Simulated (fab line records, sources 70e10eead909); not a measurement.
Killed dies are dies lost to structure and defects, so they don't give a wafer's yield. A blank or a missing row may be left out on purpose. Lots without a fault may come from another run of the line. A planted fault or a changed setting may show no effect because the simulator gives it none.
fab line records | flow nand_harc
record lots=12 wafers=36 last_day=24
route steps=1159 shown A_CONTACT@854 END@1159
lots that met no fault: from a run of the same line without faults
start_h: hours from the record's first day to the start of the lot's first wafer shown | wait_h: hours since the lot's step before | " the same as in the row above | L1.1+2: a row that stands for several wafers | - no value, or no start given | * or withheld: withheld | < > ~ a bound
route shown NAME@n: a module of which the file shows steps, and the number in the route of the first | usual: mean/standard deviation of fault-free wafers | same: alike in all rows | chamber/n: place in a boat | sites: the reading at each site | _std_site: their standard deviation | _edge_site: outer sites' mean less inner sites' | radius_mm: how far each site lies from the wafer's centre | mask NAME#n: copy n | behind: the tool/chamber that last shaped the wafer | hold: why the lot was held/for how many hours/how that ended | device: the transistor (n, p or np) that didn't switch | end of line: the same wafers' tests at the end of the route | a step without rows: its recipe alone | killed: dies lost to structure and defects at the first sort, not the wafer's yield | map: a wafer's dies, x killed, . not, _ none there
set.NAME: the setting as run; set.NAME@STEP: as run at that earlier step | model.NAME: the simulator's own value behind a step, which no gauge read
steps of the route over a sample of lots; a table a step, a row a wafer
services: from which hour (start_h, from the record's first day; less than 0 if before it) a tool's chamber was out of use, for how many hours, and why
## steps
# step NHARC_A_CONTACT_CD_MEAS_42
# recipe target_cd_nm=200 landing_energy_ev=500
# usual cd_nm=199.9/0.53
# columns lot.wafer tool chamber start_h wait_h cd_nm
L744.3 cd_sem-02 0 367.73 - 200.1
L744.4 " 0 " " 199.6
L744.6 " 0 " " 200.5
L748.2 cd_sem-02 0 378.84 - 200.2
L748.5 " 0 " " 199.6
L748.6 " 0 " " 200.4
L747.1 cd_sem-01 0 384.37 - 199.6
L747.4 " 0 " " 200.4
L747.6 " 0 " " 199.3
L751.1 cd_sem-01 0 416.15 - 199.5
L751.2 " 0 " " 200.0
L751.5 " 0 " " 200.5
L752.1 cd_sem-01 0 421.41 - 200.3
L752.2 " 0 " " 200.0
L752.4 " 0 " " 200.3
L753.1 cd_sem-01 0 421.82 - 200.7
L753.4 " 0 " " 199.9
L753.5 " 0 " " 199.8
L749.3 cd_sem-03 0 425.69 - 199.7
L749.4 " 0 " " 199.0
L749.6 " 0 " " 199.3
L757.1 cd_sem-02 0 435.69 - 200.1
L757.3 " 0 " " 200.2
L757.5 " 0 " " 199.3
L763.2 cd_sem-03 0 490.77 - 199.7
L763.5 " 0 " " 199.3
L763.6 " 0 " " 200.1
L764.1 cd_sem-02 0 503.45 - 199.5
L764.2 " 0 " " 199.5
L764.4 " 0 " " 199.6
L765.2 cd_sem-01 0 503.61 - 200.4
L765.3 " 0 " " 199.1
L765.4 " 0 " " 200.4
L767.4 cd_sem-02 0 509.35 - 200.0
L767.5 " 0 " " 199.9
L767.6 " 0 " " 200.3
# step NHARC_A_CONTACT_ETCH_49
# recipe target_depth_a=2600 over_etch_frac=0.3 time_s=475.3 ion_energy_ev=200 n2_flow_sccm=150 h2_flow_sccm=150 ar_flow_sccm=0 rf_w=400 bias_w=150 chemistry=N2/H2
# usual bias_w=150.0/0.42 chamber_pressure_mTorr=29.997/0.029 drypump_motor_current_A=5.5/0.33 mfc_ar_sccm=0.001/0.0075 oes_product_au=1.001/0.0093 rf_vpp_V=429/3.1 showerhead_plenum_p_Torr=1.99/0.11 throttle_valve_pct=14.172/0.0089
# columns lot.wafer tool chamber start_h wait_h bias_w chamber_pressure_mTorr drypump_motor_current_A mfc_ar_sccm oes_product_au rf_hours_counter_h rf_vpp_V showerhead_plenum_p_Torr throttle_valve_pct
L744.3 rie_diel-09 2 368.28 - 150.6 29.996 6.4 0 0.994 42 433 2.10 14.182
L744.4 " 3 " " 150.2 30.039 5.4 0 0.991 40 431 2.06 14.158
L744.6 " 3 " " 150.3 29.976 5.4 0 0.997 - 431 2.06 14.170
L748.2 rie_diel-10 0 379.38 - 149.7 30.012 5.3 0 1.017 6 431 2.05 14.183
L748.6 " 1 " " 150.7 29.998 5.4 0 1.014 - 433 2.12 14.190
L748.5 " 2 " " 150.2 30.012 5.7 0 0.993 - 426 1.89 14.181
L747.4 rie_diel-10 2 384.80 - 149.5 29.997 5.7 0 1.010 8 427 1.89 14.183
L747.1 " 3 " " 149.6 30.038 5.4 0 0.997 7 431 2.07 14.166
L747.6 " 0 " " 149.9 29.975 5.3 0 1.023 - 431 2.05 14.186
L751.1 rie_diel-09 1 416.60 - 149.8 30.033 5.0 0.041 0.999 54 427 1.93 14.163
L751.2 " 2 " " 150.2 29.994 6.4 0 0.996 60 430 2.09 14.152
L751.5 " 0 " " 149.6 29.997 5.4 0 1.002 - 434 2.20 14.161
L752.4 rie_diel-11 3 421.77 - 150.1 29.936 5.2 0 1.002 4 427 1.88 14.157
L752.1 " 0 " " 150.5 30.021 5.2 0 1.003 5 432 2.11 14.171
L752.2 " 1 " " 150.1 30.029 5.6 0 1.002 5 426 1.88 14.161
L753.4 rie_diel-09 1 423.64 - - - - - - - - - -
L753.1 " 2 " " - - - - - - - - -
L753.5 " 0 " " - - - - - - - - -
L749.3 rie_diel-10 1 426.08 - - - - - - - - - -
L749.6 " 1 " " - - - - - - - - -
L749.4 " 3 " " - - - - - - - - -
L757.3 rie_diel-10 2 436.13 - 151.0 29.974 5.7 0 0.991 26 424 1.89 14.159
L757.1 " 0 " " 150.7 30.063 5.3 0 1.009 28 430 2.05 14.191
L757.5 " 2 " " 149.9 30.019 5.7 0 0.996 - 427 1.89 14.172
L763.2 rie_diel-10 3 491.23 - 150.1 30.006 5.5 0 1.015 42 431 2.06 14.180
L763.6 " 0 " " 150.3 29.956 5.3 0 1.010 - 430 2.04 14.175
L763.5 " 1 " " 149.9 30.033 5.4 0 0.995 - 433 2.10 14.166
L764.1 rie_diel-11 0 503.85 - 149.8 29.942 5.2 0 0.995 24 433 2.10 14.172
L764.4 " 1 " " 151.1 30.029 5.6 0 1.010 23 426 1.88 14.170
L764.2 " 2 " " 149.7 29.957 5.9 0 0.990 25 427 1.89 14.182
L765.2 rie_diel-10 3 503.99 - 150.0 30.021 5.4 0 1.012 46 430 2.05 14.167
L765.4 " 0 " " 149.2 29.983 5.4 0 1.012 54 431 2.04 14.162
L765.3 " 2 " " 150.6 29.992 5.7 0 1.002 48 426 1.88 14.166
L767.4 rie_diel-09 2 509.74 - 149.8 29.995 6.4 0 0.999 21 432 2.08 14.159
L767.5 " 1 " " 150.2 30.018 5.0 0.041 0.992 - 427 1.92 14.172
L767.6 " 2 " " 150.1 30.035 6.4 0 0.996 - 431 2.08 14.173
# step NHARC_A_CONTACT_ETCH_111
# recipe source_w=withheld pressure_mtorr=20 bias_v=withheld time_s=140 target_depth_a=7000 ar_flow_sccm=withheld c4f8_flow_sccm=withheld o2_flow_sccm=withheld chemistry=C4F8/O2/Ar
# usual chamber_pressure_mTorr=19.999/0.019 oes_air_line_au=1.001/0.018
# columns lot.wafer tool chamber start_h wait_h chamber_pressure_mTorr oes_air_line_au rf_hours_counter_h
L744.4 har_cap_etch-02 0 369.43 - 20.024 0.984 -
L744.3 " 1 " " 19.993 1.012 -
L744.6 " 0 " " 19.962 1.009 -
L748.2 har_cap_etch-01 1 380.40 - 20.037 0.958 55
L748.6 " 1 " " 20.006 0.961 -
L748.5 " 0 " " 20.000 0.980 -
L747.1 har_cap_etch-01 1 385.85 - 20.048 0.942 56
L747.4 " 0 " " 19.986 1.023 -
L747.6 " 0 " " 19.980 1.019 -
L751.1 har_cap_etch-02 0 417.61 - 20.004 0.993 15
L751.2 " 1 " " 19.972 1.008 15
L751.5 " 0 " " 19.988 1.020 -
L752.2 har_cap_etch-03 1 422.91 - 19.986 0.993 88
L752.1 " 0 " " 20.003 1.000 88
L752.4 " 0 " " 19.987 1.016 -
L753.1 har_cap_etch-01 0 424.66 - 20.028 0.989 61
L753.4 " 0 " " 19.998 1.011 -
L753.5 " 0 " " 20.008 1.037 -
L749.3 har_cap_etch-01 0 427.66 - 20.014 1.007 -
L749.4 " 1 " " 20.003 0.983 -
L749.6 " 1 " " 19.991 0.993 -
L757.1 har_cap_etch-02 1 437.72 - 20.026 1.004 20
L757.3 " 1 " " 20.010 0.972 -
L757.5 " 0 " " 19.987 1.012 -
L763.2 har_cap_etch-02 0 492.25 - 20.000 0.999 29
L763.6 " 1 " " 20.011 0.994 -
L763.5 " 0 " " 19.978 1.002 -
L764.1 har_cap_etch-03 1 504.90 - 19.993 1.011 103
L764.2 " 0 " " 19.959 0.980 103
L764.4 " 1 " " 20.007 1.015 -
L765.2 har_cap_etch-02 0 505.12 - 19.983 1.007 31
L765.3 " 1 " " 20.034 0.983 -
L765.4 " 0 " " 19.987 1.013 -
L767.4 har_cap_etch-02 1 510.91 - 20.002 1.005 -
L767.6 " 0 " " 19.983 0.989 -
L767.5 " 1 " " 20.028 1.013 -
# step NHARC_A_CONTACT_ETCH_113
# recipe source_w=withheld pressure_mtorr=20 bias_v=3000 time_s=94 target_depth_a=9220 ar_flow_sccm=withheld c4f8_flow_sccm=withheld o2_flow_sccm=withheld chemistry=C4F8/O2/Ar
# usual chamber_pressure_mTorr=19.998/0.018 oes_air_line_au=0.996/0.02
# columns lot.wafer tool chamber start_h wait_h chamber_pressure_mTorr oes_air_line_au rf_hours_counter_h
L744.4 har_cap_etch-02 0 369.69 0.1 19.995 1.016 -
L744.3 " 1 " " 20.005 1.064 -
L744.6 " 0 " " 20.028 0.987 -
L748.2 har_cap_etch-01 1 380.79 0.1 19.996 0.997 55
L748.6 " 1 " " 19.992 0.996 -
L748.5 " 0 " " 19.968 0.989 -
L747.1 har_cap_etch-01 1 386.12 0.1 19.982 0.990 56
L747.4 " 0 " " 19.976 1.006 -
L747.6 " 0 " " 19.998 1.008 -
L751.1 har_cap_etch-02 0 417.90 0.1 20.019 0.981 15
L751.2 " 1 " " 20.009 1.003 15
L751.5 " 0 " " 20.006 0.961 -
L752.2 har_cap_etch-03 1 423.20 0.1 19.991 0.962 88
L752.1 " 0 " " 20.005 1.017 88
L752.4 " 0 " " 19.971 1.001 -
L753.1 har_cap_etch-01 0 424.95 0.1 20.002 0.982 62
L753.4 " 0 " " 20.038 0.988 -
L753.5 " 0 " " 19.978 1.008 -
L749.3 har_cap_etch-01 0 427.92 0.1 19.983 0.972 -
L749.4 " 1 " " 19.990 1.013 -
L749.6 " 1 " " 20.042 0.975 -
L757.1 har_cap_etch-02 1 438.24 0.1 19.984 0.980 20
L757.3 " 1 " " 19.969 0.979 -
L757.5 " 0 " " 19.991 1.005 -
L763.2 har_cap_etch-02 0 492.53 0.1 20.019 0.988 29
L763.6 " 1 " " 19.993 0.976 -
L763.5 " 0 " " 20.035 1.005 -
L764.1 har_cap_etch-03 1 505.19 0.1 19.986 1.006 103
L764.2 " 0 " " 20.025 1.006 103
L764.4 " 1 " " 19.972 1.017 -
L765.2 har_cap_etch-02 0 505.39 0.1 20.010 0.973 31
L765.3 " 1 " " 19.997 0.999 -
L765.4 " 0 " " 19.984 0.984 -
L767.4 har_cap_etch-02 1 511.15 0.1 19.996 0.993 -
L767.6 " 0 " " 19.975 1.002 -
L767.5 " 1 " " 20.000 0.982 -
# step NHARC_END_SORT_01
# recipe temp_c=25
# usual killed_at_array=25/9.5 killed_at_other=0.8/1.2 killed_at_periphery=3.4/2.2 killed_dies=29/10 killed_open=3.3/1.8 killed_short=2.1/1.4
# same gross_dies=677
# columns lot.wafer tool chamber start_h wait_h killed_at_array killed_at_other killed_at_periphery killed_dies killed_open killed_short
L749.3 prober-01 0 496.88 3.1 672 0 5 677 7 2
L749.4 prober-01 0 497.67 3.4 673 1 3 677 4 2
L749.6 prober-01 0 499.26 4.0 675 0 2 677 4 1
L753.1 prober-01 0 503.06 2.5 670 0 7 677 1 1
L753.4 prober-01 0 505.45 3.4 668 0 9 677 3 1
L753.5 prober-01 0 506.25 3.7 670 0 7 677 4 2
# killed by level:class
L749.3 A_CONTACT:area_etch=663 P_M0:geometric_particle:open=2 A_ONON_D1:geometric_particle:open=2 P_ZERO_WELL:chamber_film_flake=2 A_CHANNEL_HOLE_D1:chamber_film_flake=2 P_CONTACT:geometric_particle:open=1 A_SOURCE_PLATE:geometric_particle:short=1 A_CHANNEL_HOLE_D1:geometric_particle:open=1
L749.4 A_CONTACT:area_etch=666 A_SGD_CUT:geometric_particle:open=2 P_GATE:geometric_particle:open=1 P_GATE:geometric_particle:short=1 A_ONON_D1:geometric_particle:short=1 A_CONTACT:geometric_particle:open=1 P_BONDPAD:chamber_film_flake=1 A_ZERO_WELL:chamber_film_flake=1
L749.6 A_CONTACT:area_etch=665 A_ONON_D1:geometric_particle:open=3 A_CHANNEL_HOLE_D1:chamber_film_flake=3 A_SGD_CUT:geometric_particle:short=1 A_BLC:geometric_particle:open=1 P_STI:chamber_film_flake=1 P_GATE:chamber_film_flake=1 A_CHANNEL_FILL_D1:chamber_film_flake=1
L753.1 A_CONTACT:area_etch=654 A_CHANNEL_HOLE_D1:chamber_film_flake=11 P_CONTACT:chamber_film_flake=3 P_STI:chamber_film_flake=2 A_CONTACT:chamber_film_flake=2 A_CONTACT:geometric_particle:open=1 A_BLC:geometric_particle:short=1 P_ZERO_WELL:chamber_film_flake=1
L753.4 A_CONTACT:area_etch=642 A_CHANNEL_HOLE_D1:chamber_film_flake=17 P_CONTACT:chamber_film_flake=7 A_CONTACT:chamber_film_flake=3 A_CHANNEL_HOLE_D1:geometric_particle:short=1 A_CHANNEL_FILL_D1:geometric_particle:open=1 A_BLC:geometric_particle:open=1 A_M0:geometric_particle:open=1
L753.5 A_CONTACT:area_etch=644 A_CHANNEL_HOLE_D1:chamber_film_flake=18 A_CONTACT:chamber_film_flake=3 P_CONTACT:geometric_particle:open=1 P_M1:geometric_particle:short=1 P_M2:geometric_particle:open=1 A_CHANNEL_FILL_D1:geometric_particle:open=1 A_SGD_CUT:geometric_particle:short=1
## services
# columns tool chamber start_h hours kind
rie_diel-10 - 353.62 9.0 pm
rie_diel-10 0 353.62 9.0 vent_cycle
rie_diel-10 1 353.62 9.0 vent_cycle
rie_diel-10 2 353.62 9.0 vent_cycle
rie_diel-10 3 353.62 9.0 vent_cycle
rie_diel-10 0 362.62 - clean
rie_diel-10 1 362.62 - clean
rie_diel-10 2 362.62 - clean
rie_diel-10 3 362.62 - clean
rie_diel-11 - 366.50 9.0 pm
rie_diel-11 3 384.36 7.9 repair
rie_diel-10 0 387.23 - clean
rie_diel-10 1 387.23 - clean
rie_diel-10 2 387.23 - clean
rie_diel-10 3 387.23 - clean
har_cap_etch-02 - 403.29 0.7 repair
har_cap_etch-02 - 409.52 0.7 repair
rie_diel-10 0 412.39 - clean
rie_diel-10 1 412.39 - clean
rie_diel-10 - 424.08 0.6 repair
rie_diel-09 - 431.17 9.0 pm
rie_diel-09 2 454.39 10.1 repair
rie_diel-10 3 470.73 5.4 repair
rie_diel-09 1 500.51 1.6 repair
## key
first_sign step=NHARC_A_CONTACT_ETCH_49 reading=tool_record direction=missing
effect step=NHARC_END_SORT_01 reading=killed_at_array direction=up sigmas=68 usual=25 struck=671
more_kills_born_at NHARC_A_CONTACT_ETCH_49@rie_diel-10=1994 NHARC_A_CONTACT_ETCH_49@rie_diel-09=1941
met_at NHARC_A_CONTACT_ETCH_49
struck_lots L749,L753
later_rows_left_out L749.3,L749.4,L749.6,L753.1,L753.4,L753.5
tester_left_out L749,L753
not_acting_at NHARC_A_CONTACT_CD_MEAS_42,NHARC_A_CONTACT_ETCH_111,NHARC_A_CONTACT_ETCH_113
onset_between 416.60 423.64
fault kind=skipped_step_whole tool=rie_diel-09,rie_diel-10 chamber=- onset_h=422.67 steps=NHARC_A_CONTACT_ETCH_49 scope=struck_lots_only
# tester_left_out: of these lots the tester's yield and bins aren't shown, on N5 and GAA mostly nor the transistor test; their killed dies are dies lost to structure and defects alone, not to doping, threshold or leakage, so they don't give the yield
# later_rows_left_out: the simulator's readings of these wafers behind a module that went badly wrong aren't trusted and aren't shown, but for the sort
